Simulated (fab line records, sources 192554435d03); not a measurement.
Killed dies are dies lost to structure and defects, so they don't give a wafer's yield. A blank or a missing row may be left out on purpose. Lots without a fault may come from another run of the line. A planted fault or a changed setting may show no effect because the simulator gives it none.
Which tool did it? | flow n5_finfet | 11 lots, 31 wafers sampled, at 2 steps of a route of 1938

WHAT THE GAUGES READ, wafer by wafer
N5_BEOL_M12_THK_MEAS_01.
lot  | measured     | on            | M12_ILD_THK (nm)
L548 | day 12 10:46 | film_metro-01 | 646 659 663
L551 | day 13 03:45 | film_metro-02 | 648 649 659
L553 | day 13 16:11 | film_metro-01 | 659 666 675
L555 | day 14 12:44 | film_metro-01 | 659 658 670
L557 | day 15 00:01 | film_metro-02 | 668 686 679
L556 | day 15 00:26 | film_metro-01 | 643 661 661
L560 | day 15 19:07 | film_metro-02 | 659 659 657
L562 | day 16 04:12 | film_metro-01 | 649 645 667
L563 | day 16 08:21 | film_metro-02 | 972 657
L565 | day 16 19:20 | film_metro-01 | 978 659
L569 | day 17 02:08 | film_metro-01 | 645 655 668

WHICH TOOL RAN EACH LOT (tool, then ch and the chambers of the sampled wafers, then the start)
lot  | N5_BEOL_M12_ILD_DEP_00
L548 | pecvd-04 ch 0,2, day 12 10:38
L551 | pecvd-03 ch 0,1, day 13 03:37
L553 | pecvd-04 ch 1,2, day 13 16:04
L555 | pecvd-02 ch 0,2, day 14 12:37
L557 | pecvd-02 ch 1,2, day 14 23:53
L556 | pecvd-02 ch 0,1, day 15 00:19
L560 | pecvd-03 ch 0,1, day 15 18:59
L562 | pecvd-03 ch 0,1,2, day 16 04:04
L563 | pecvd-02 ch 0,2, day 16 08:16
L565 | pecvd-02 ch 0,2, day 16 19:15
L569 | pecvd-03 ch 0,2, day 17 02:01
- N5_BEOL_M12_ILD_DEP_00: deposits SiOC from DEMS/O2, target thk 658.92 nm, time 130.7 s.

THE ANSWER, worked out from the rows above alone
Rule: what is usual is taken from the lots themselves. Put in order of their means at a reading, lots are off if they are a third of the lots or fewer, leave a main group of 4 or more, and stand apart from it by a gap of 3 or more times the standard deviation of the main group's means; of several such gaps the widest counts. A main group whose means are all the same, to the digits that the tables above print for the reading, isn't used. A lot without any number at a reading at which 4 lots or more have one is off too. The other lots that the step has rows for count as sound.
Off: L563, L565, at N5_BEOL_M12_THK_MEAS_01 (M12_ILD_THK). The main group: mean 660 nm, standard deviation 7.6.
A tool fits if, at a process step before that reading, it ran every lot that is off, and no sound lot after the first of them. The gauges at N5_BEOL_M12_THK_MEAS_01 are tried like those tools. One fits: pecvd-02 at N5_BEOL_M12_ILD_DEP_00. Its last sound lot is L556 (day 15 00:19), its first lot that is off L563 (day 16 08:16): a fault that began between those two fits.

WHAT THE SIMULATOR HAD PUT IN
Process parameter drift: pecvd-02, from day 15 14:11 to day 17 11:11, at N5_BEOL_M12_ILD_DEP_00. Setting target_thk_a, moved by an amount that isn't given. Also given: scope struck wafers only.
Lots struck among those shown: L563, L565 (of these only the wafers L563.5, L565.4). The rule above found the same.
